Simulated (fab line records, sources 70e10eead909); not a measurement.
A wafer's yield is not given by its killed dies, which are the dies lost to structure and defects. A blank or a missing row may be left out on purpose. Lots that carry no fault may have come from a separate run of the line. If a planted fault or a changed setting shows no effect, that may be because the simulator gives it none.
Chamber matching || flow nand-harc || NHARC_A_STAIRCASE_TRIM_220 on rie-diel-01 has 4 sister chambers
The step chemistry O2, time 211.2 s. 4 wafers are shown with their chamber, then 9 later ones without.

WAFERS, EACH WITH ITS CHAMBER
{"wafer": "L088.5", "chamber": 1, "showerhead-plenum-p-Torr (Torr)": 3.62}
{"wafer": "L087.2", "chamber": 2, "showerhead-plenum-p-Torr (Torr)": 3.29}
{"wafer": "L087.3", "chamber": 3, "showerhead-plenum-p-Torr (Torr)": 3.65}
{"wafer": "L087.5", "chamber": 0, "showerhead-plenum-p-Torr (Torr)": 3.66}

WAFERS WITHOUT THEIR CHAMBER
{"wafer": "L090.2", "showerhead-plenum-p-Torr (Torr)": 3.64}
{"wafer": "L090.5", "showerhead-plenum-p-Torr (Torr)": 3.64}
{"wafer": "L090.6", "showerhead-plenum-p-Torr (Torr)": 3.29}
{"wafer": "L089.1", "showerhead-plenum-p-Torr (Torr)": 3.65}
{"wafer": "L089.3", "showerhead-plenum-p-Torr (Torr)": 3.62}
{"wafer": "L089.6", "showerhead-plenum-p-Torr (Torr)": 3.62}
{"wafer": "L094.1", "showerhead-plenum-p-Torr (Torr)": 3.65}
{"wafer": "L094.2", "showerhead-plenum-p-Torr (Torr)": 3.28}
{"wafer": "L094.4", "showerhead-plenum-p-Torr (Torr)": 3.64}

EACH ONE'S CHAMBER
{"wafer": "L090.2", "from the rows above": "can't be placed: 3 or 0 or 1", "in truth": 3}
{"wafer": "L090.5", "from the rows above": "can't be placed: 3 or 0 or 1", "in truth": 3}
{"wafer": "L090.6", "from the rows above": 2, "in truth": 2}
{"wafer": "L089.1", "from the rows above": "can't be placed: 3 or 0", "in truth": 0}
{"wafer": "L089.3", "from the rows above": 1, "in truth": 1}
{"wafer": "L089.6", "from the rows above": 1, "in truth": 1}
{"wafer": "L094.1", "from the rows above": "can't be placed: 3 or 0", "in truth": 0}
{"wafer": "L094.2", "from the rows above": 2, "in truth": 2}
{"wafer": "L094.4", "from the rows above": "can't be placed: 3 or 0 or 1", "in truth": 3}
Placed correctly: 4 of 9. From these rows, 5 cannot be placed; in 5 the true chamber is one of the candidates. Number placed wrongly: 0.
How it was worked out, from the rows above alone: a wafer's distance from a chamber is the root of the sum, over the readings, of the square of ((its reading less the chamber's mean) divided by the reading's scatter). The wafer belongs to the nearest chamber; if the next one is less than 2 further off, it can't be placed. Each chamber's mean is taken over the wafers shown for it. The scatter: root of mean squared gap, hidden wafer to nearest shown wafer, with one shown wafer a chamber.
